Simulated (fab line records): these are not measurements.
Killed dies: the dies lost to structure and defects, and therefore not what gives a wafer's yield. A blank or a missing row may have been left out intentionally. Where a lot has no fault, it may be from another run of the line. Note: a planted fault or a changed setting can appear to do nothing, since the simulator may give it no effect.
Comparing a struck lot with a sound one ; flow n5 finfet ; 41 steps out of a route of 1938
Sound: the wafers L697.2, L697.3, L697.5. Struck: wafer L691.1. The cause is named last.
At each step with rows: each side's tool, then ch and its chambers, then its first start. Under that, the readings that differ: sound wafers ; struck wafers ; difference of the means ; sigmas: that difference in standard deviations of wafers without a fault.
alike: words and numbers the same on both sides, and readings whose means are apart by under 2 such deviations; not compared: readings that were withheld, readings missing a value for some wafer, numbers with overlapping values and no deviation given by the record, and bounds like >300 which may hide the same value.
The two part at a step that has a row with sigmas, a row that says differs or no value, or rows on one side only. Numbers that don't overlap but have no deviation are shown without sigmas and don't part them. Lack of a reading on every wafer of one side parts them only where that side has two or more wafers.

N5_BEOL_M7_CD_MEAS_35: the cd target is 40 nm.
  sound on cd sem-03 at day 13 14:13; struck on cd sem-01 at day 12 04:35
reading;sound;struck;difference;sigmas
cd nm (nm);39.8 40.4 39.7;39.0;-1.0;-2
N5_BEOL_M7_CURE_75: cures SiCOH lowk, time 120 s.
  sound on uv cure-02 ch 1, day 13 14:18; struck on uv cure-03 ch 1, day 12 04:37
reading;sound;struck;difference;sigmas
wafer_temp_C_max;371.8 372.1 371.8;373.7;+1.8;+3
  alike: lamp power pct
then, 7 steps without rows for these wafers: N5_BEOL_M7_DEGAS_44 (time 60 s); N5_BEOL_M7_PRE_CLEAN_45 (time 30 s); N5_BEOL_M7_ALD_77 (deposits TaN, target thk 2 nm, pulse time 2 s, purge time 3 s); N5_BEOL_M7_SURFACE_TREAT_79; N5_BEOL_M7_CVD_78 (deposits Co from CCTBA/H2, target thk 2 nm, time 142.3 s); N5_BEOL_M7_SPUTTER_48 (material Cu, target thk 10 nm, time 1.667 s); N5_BEOL_M7_ECD_50 (material Cu, target thk 300 nm).
N5_BEOL_M7_ANNEAL_51: time 90 s.
  sound on rtp anneal-01 ch 0, day 13 16:11; struck on rtp anneal-02 ch 0, day 12 06:17
  alike: wafer_temp_C_max
then, 1 step without rows for these wafers: N5_BEOL_M7_CMP_52 (polishes, stops on SiCOH lowk, t overpolish 6.9 s, target thk 80 nm).
N5_BEOL_M7_THK_MEAS_53: measures by xrf.
  sound on film metro-02 at day 13 16:44; struck on film metro-02 at day 12 06:53
reading;sound;struck;difference;sigmas
M7_THK (nm);74.9 76.3 76.9;72.0;-4.0;-2
N5_BEOL_M7_PRE_CLEAN_55: time 15 s.
  sound on pecvd-04 ch 1,2, day 13 16:46; struck on pecvd-01 ch 1, day 12 06:55
N5_BEOL_M7_DEP_56: deposits SiCN from 3MS/NH3, target thk 10 nm, time 17.5 s.
  sound on pecvd-04 ch 1,2, day 13 16:47; struck on pecvd-01 ch 1, day 12 06:57
  alike: showerhead plenum p Torr, throttle valve pct
N5_BEOL_M7_RS_MEAS_57: the measuring method here is four-point-probe.
  sound on film metro-01 at day 13 16:52; struck on film metro-01 at day 12 07:01
  alike: M7_RS
N5_BEOL_M8_ILD_DEP_00: deposits SiCOH lowk from DEMS/porogen, target thk 179.75 nm, time 33.4 s.
  sound on pecvd-01 ch 0,2, day 13 16:55; struck on pecvd-04 ch 0, day 12 07:05
reading;sound;struck;difference;sigmas
heater power outer w (W);198 169 202;78;-112;-4
heater power w (W);365 328 368;222;-132;-4
  alike: showerhead plenum p Torr, throttle valve pct
N5_BEOL_M8_CURE_74: cures SiCOH lowk, time 240 s.
  sound on uv cure-01 ch 0, day 13 17:04; struck on uv cure-02 ch 2, day 12 07:08
reading;sound;struck;difference;sigmas
lamp power pct (%);52.27 52.29 52.32;52.41;+0.12;+2
  alike: wafer_temp_C_max
N5_BEOL_M8_THK_MEAS_01:
  sound on film metro-01 at day 13 17:30; struck on film metro-01 at day 12 07:40
  alike: M8_ILD_THK
then, 10 steps without rows for these wafers: N5_BEOL_M8_PECVD_70 (deposits SiO2 from TEOS/O2, target thk 20 nm, time 22.7 s); N5_BEOL_M8_HM_DEP_02 (deposits TiN, target thk 20 nm); N5_BEOL_M8_COAT_59 (time 60 s, resist thk 100 nm); N5_BEOL_M8_COAT_60 (time 60 s, resist thk 35 nm); N5_BEOL_M8_COAT_05 (resist thk 90 nm); N5_BEOL_M8_EBR_07; N5_BEOL_M8_SOFTBAKE_06 (time 60 s); N5_BEOL_M8_EXPOSE_08 (exposes mask M8); N5_BEOL_M8_PEB_09 (peb time 60 s); N5_BEOL_M8_DEVELOP_10 (develop time 30 s).
N5_BEOL_M8_CD_MEAS_11: the cd target is 38.5 nm.
  sound on cd sem-01 ch 0, day 13 18:38; struck on cd sem-01 ch 0, day 12 08:46
  alike: cd nm
N5_BEOL_M8_OVL_MEAS_12:
  sound on overlay-01 ch 0, day 13 18:40; struck on overlay-01 ch 0, day 12 08:48
  alike: M8_OVL
then, 7 steps without rows for these wafers: N5_BEOL_M8_DESCUM_16 (chemistry O2, time 7.9 s); N5_BEOL_M8_ETCH_61 (etches SiARC in CF4, target depth 45.5 nm, time 75.8 s); N5_BEOL_M8_ETCH_62 (etches SOC in N2/H2, target depth 110 nm, overetch 22 nm, time 165 s); N5_BEOL_M8_STRIP_68 (strips in N2/H2); N5_BEOL_M8_STRIP_67 (strips in CF4); N5_BEOL_M8_HM_OPEN_17 (chemistry Cl2/BCl3, target TiN, target depth 20 nm, overetch 6 nm); N5_BEOL_M8_STRIP_19 (strips in O2).
N5_BEOL_M8_CD_MEAS_18: pitch 80 nm, target cd 40 nm.
  sound on cd sem-03 at day 13 19:11; struck on cd sem-03 at day 12 09:19
  alike: cd nm
then, 2 steps without rows for these wafers: N5_BEOL_M8_COAT_63 (time 60 s, resist thk 60 nm); N5_BEOL_M8_COAT_64 (time 60 s, resist thk 12 nm).
-- the record jumps here: 3 days lie between the struck wafers' starts before and after (it left off in module BEOL_M8 and takes up again in module PASSIVATION, whose first step shown is number 1936 of the route) --
N5_PASSIVATION_PROBE_49:
  record: rows for the struck wafers here (prober-02, day 15 09:18), none for the sound ones

## WHERE THEY PART
Earliest at N5_BEOL_M7_CD_MEAS_35; latest, in this record, at N5_PASSIVATION_PROBE_49.

WHY: what the simulator had put in
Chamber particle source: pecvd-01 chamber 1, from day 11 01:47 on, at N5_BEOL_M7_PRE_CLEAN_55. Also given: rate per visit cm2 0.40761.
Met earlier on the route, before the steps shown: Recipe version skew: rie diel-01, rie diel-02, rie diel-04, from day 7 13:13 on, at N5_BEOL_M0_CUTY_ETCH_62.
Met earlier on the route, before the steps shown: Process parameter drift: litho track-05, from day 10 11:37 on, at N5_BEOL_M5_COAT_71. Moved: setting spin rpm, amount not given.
